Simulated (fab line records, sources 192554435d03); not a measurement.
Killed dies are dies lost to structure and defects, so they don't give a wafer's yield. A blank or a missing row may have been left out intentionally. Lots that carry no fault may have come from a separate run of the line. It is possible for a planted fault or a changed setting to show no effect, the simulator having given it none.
Split-lot study | flow n5-finfet | route with 1938 steps; 7 lots, 39 wafers read

== ON THE SPLIT ==
At N5_BEOL_M6_ALD_77 (deposits TaN, target thk 2 nm, pulse time 2 s, purge time 3 s), the setting ald-cycles was moved away from the recipe's 40 on 9 of the 39 wafers read, by -55.0% to +35.0%. This setting was run at the recipe's value on the other wafers.

The reading comes from the split's own step.

== THE READING ==
TaN_of_BEOL_M6_ALD_77.thk-nm (the simulator's own value, which no gauge read), in nm, at N5_BEOL_M6_ALD_77 (deposits TaN, target thk 2 nm, pulse time 2 s, purge time 3 s). There is no usual value for it anywhere in the file.

wafer  | tool, chamber at the split | ald-cycles as run | against the recipe | TaN_of_BEOL_M6_ALD_77.thk-nm, nm | against lot-mates on the recipe
L074.1 | ald-metal-04, 2,3,1,1,3,2  | 40                | recipe             | 2                                | -
L074.2 | ald-metal-04, 2,3,1,1,3,2  | 40                | recipe             | 2                                | -
L074.3 | ald-metal-04, 2,3,1,1,3,2  | 40                | recipe             | 2                                | -
L074.4 | ald-metal-04, 2,3,1,1,3,2  | 40                | recipe             | 2                                | -
L074.5 | ald-metal-04, 2,3,1,1,3,2  | 40                | recipe             | 2                                | -
L074.6 | ald-metal-04, 2,3,1,1,3,2  | 40                | recipe             | 2                                | -
L076.1 | ald-metal-02, 2,3,0        | 40                | recipe             | 2                                | -
L076.3 | ald-metal-02, 2,3,0        | 40                | recipe             | 2                                | -
L076.4 | ald-metal-02, 2,3,0        | 40                | recipe             | 2                                | -
L076.2 | ald-metal-02, 1,0,3        | 18                | -55.0%             | 1                                | -1.0
L076.5 | ald-metal-02, 1,0,3        | 18                | -55.0%             | 1                                | -1.0
L076.6 | ald-metal-02, 1,0,3        | 18                | -55.0%             | 1                                | -1.0
L081.2 | ald-metal-04, 2,2,1        | 40                | recipe             | 2                                | -
L081.4 | ald-metal-04, 2,2,1        | 40                | recipe             | 2                                | -
L081.6 | ald-metal-04, 2,2,1        | 40                | recipe             | 2                                | -
L084.1 | ald-metal-04, 3,1,0,2,2,3  | 40                | recipe             | 2                                | -
L084.2 | ald-metal-04, 3,1,0,2,2,3  | 40                | recipe             | 2                                | -
L084.3 | ald-metal-04, 3,1,0,2,2,3  | 40                | recipe             | 2                                | -
L084.4 | ald-metal-04, 3,1,0,2,2,3  | 40                | recipe             | 2                                | -
L084.5 | ald-metal-04, 3,1,0,2,2,3  | 40                | recipe             | 2                                | -
L084.6 | ald-metal-04, 3,1,0,2,2,3  | 40                | recipe             | 2                                | -
L088.1 | ald-metal-04, 3,1,2,0,0,3  | 40                | recipe             | 2                                | -
L088.2 | ald-metal-04, 3,1,2,0,0,3  | 40                | recipe             | 2                                | -
L088.3 | ald-metal-04, 3,1,2,0,0,3  | 40                | recipe             | 2                                | -
L088.4 | ald-metal-04, 3,1,2,0,0,3  | 40                | recipe             | 2                                | -
L088.5 | ald-metal-04, 3,1,2,0,0,3  | 40                | recipe             | 2                                | -
L088.6 | ald-metal-04, 3,1,2,0,0,3  | 40                | recipe             | 2                                | -
L093.1 | ald-metal-03, 1,3,0        | 40                | recipe             | 2                                | -
L093.4 | ald-metal-03, 1,3,0        | 40                | recipe             | 2                                | -
L093.6 | ald-metal-03, 1,3,0        | 40                | recipe             | 2                                | -
L093.2 | ald-metal-03, 2,0,3        | 51                | +27.5%             | 2.6                              | +0.6
L093.3 | ald-metal-03, 2,0,3        | 51                | +27.5%             | 2.6                              | +0.6
L093.5 | ald-metal-03, 2,0,3        | 51                | +27.5%             | 2.6                              | +0.6
L097.1 | ald-metal-03, 1,0,3        | 54                | +35.0%             | 2.8                              | +0.8
L097.4 | ald-metal-03, 1,0,3        | 54                | +35.0%             | 2.8                              | +0.8
L097.5 | ald-metal-03, 1,0,3        | 54                | +35.0%             | 2.8                              | +0.8
L097.2 | ald-metal-03, 2,3,2        | 40                | recipe             | 2                                | -
L097.3 | ald-metal-03, 2,3,2        | 40                | recipe             | 2                                | -
L097.6 | ald-metal-03, 2,3,2        | 40                | recipe             | 2                                | -
Where a row lists several chambers, the file gives one row for several wafers and doesn't say which wafer went through which chamber.

FIT RESULTS
A straight line over all 39 wafers: TaN_of_BEOL_M6_ALD_77.thk-nm changes by +0.0198 nm for each +1% of ald-cycles; r = +1.00; the points scatter about the line by 0.038 nm.
The same after taking each lot's own level away (the mean of its wafers on the recipe; 39 wafers): +0.0198 nm for each +1%; r = +1.00; scatter 0.038 nm.
The reading moves by 1.1 nm for the largest change in ald-cycles, on that fit.
The lots' own levels span 2.00 to 2.00 nm.
The two slopes agree, so the slope changes little with the lot-to-lot level.
Check: with one of the wafers moved furthest among these (-55.0%) left out of the fit, the line predicts -1.09 nm for it against its lot-mates. It came out at -1 nm against them.

== THE FILE'S OWN FIT ==
TaN_of_BEOL_M6_ALD_77.thk-nm changes by +0.0199 nm for each +1% of ald-cycles, r = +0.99.
